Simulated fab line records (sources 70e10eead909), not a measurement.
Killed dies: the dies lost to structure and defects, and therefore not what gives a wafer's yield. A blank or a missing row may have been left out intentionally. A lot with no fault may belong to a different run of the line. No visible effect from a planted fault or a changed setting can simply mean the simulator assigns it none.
Which of the tools did it? -- flow nand_harc -- Sampling: 12 lots, 36 wafers, 2 of 1159 route steps

## WHAT EACH GAUGE READ, for each wafer
NHARC_P_ZERO_WELL_CD_MEAS_37: the cd target is 720 nm.
lot,measured,on,cd_nm (nm)
L075,day 1 22:15,cd_sem-01,719.8 722.0 722.3
L077,day 2 10:06,cd_sem-03,717.6 719.8 719.8
L079,day 2 21:58,cd_sem-03,713.6 716.3 715.1
L081,day 3 10:07,cd_sem-01,723.6 721.6 723.5
L083,day 3 22:14,cd_sem-01,720.5 717.6 718.9
L085,day 4 10:07,cd_sem-03,717.9 717.3 718.9
L087,day 4 21:59,cd_sem-02,716.1 718.1 715.9
L089,day 5 10:10,cd_sem-03,719.1 716.0 719.9
L091,day 5 22:17,cd_sem-03,716.0 717.1 719.3
L093,day 6 09:59,cd_sem-01,715.7 715.5 719.9
L095,day 6 22:13,cd_sem-01,719.9 716.8 718.0
L097,day 7 09:58,cd_sem-03,716.7 718.9 717.4

## TOOL THAT RAN EACH LOT (tool first, then ch and the chambers of the sampled wafers, then the start)
lot,NHARC_P_ZERO_WELL_DESCUM_26
L075,"rie_diel-01 ch 1,3, day 1 20:46"
L077,"rie_diel-13 ch 1,3, day 2 08:38"
L079,"rie_diel-01 ch 1,2, day 2 20:37"
L081,"rie_diel-11 ch 2,3, day 3 08:46"
L083,"rie_diel-13 ch 1,2,3, day 3 20:46"
L085,"rie_diel-01 ch 0,1,3, day 4 08:38"
L087,"rie_diel-11 ch 0,3, day 4 20:38"
L089,"rie_diel-11 ch 1,2,3, day 5 08:39"
L091,"rie_diel-11 ch 0,2,3, day 5 20:46"
L093,"rie_diel-13 ch 0,1, day 6 08:31"
L095,"rie_diel-13 ch 0,1,2, day 6 20:46"
L097,"rie_diel-11 ch 0,1,2, day 7 08:37"
- NHARC_P_ZERO_WELL_DESCUM_26: chemistry O2, time 3 s.

## THE ANSWER, worked out from the rows above alone
Rule: what is usual is taken from the lots themselves. The widest of any qualifying gaps counts: lots, ordered by their means at a reading, are off when they make up no more than a third of the lots, leave a main group of 4 or more, and stand apart from it by 3 or more times the standard deviation of that group's means. The tables above print the reading to a certain number of digits; a main group whose means all agree to those digits is not used. A lot without any number at a reading at which 4 lots or more have one is off too. Any other lot the step has rows for is counted as sound.
Nothing can be told from this: no lot is off at any reading shown.

## WHAT THE SIMULATOR HAD PUT IN
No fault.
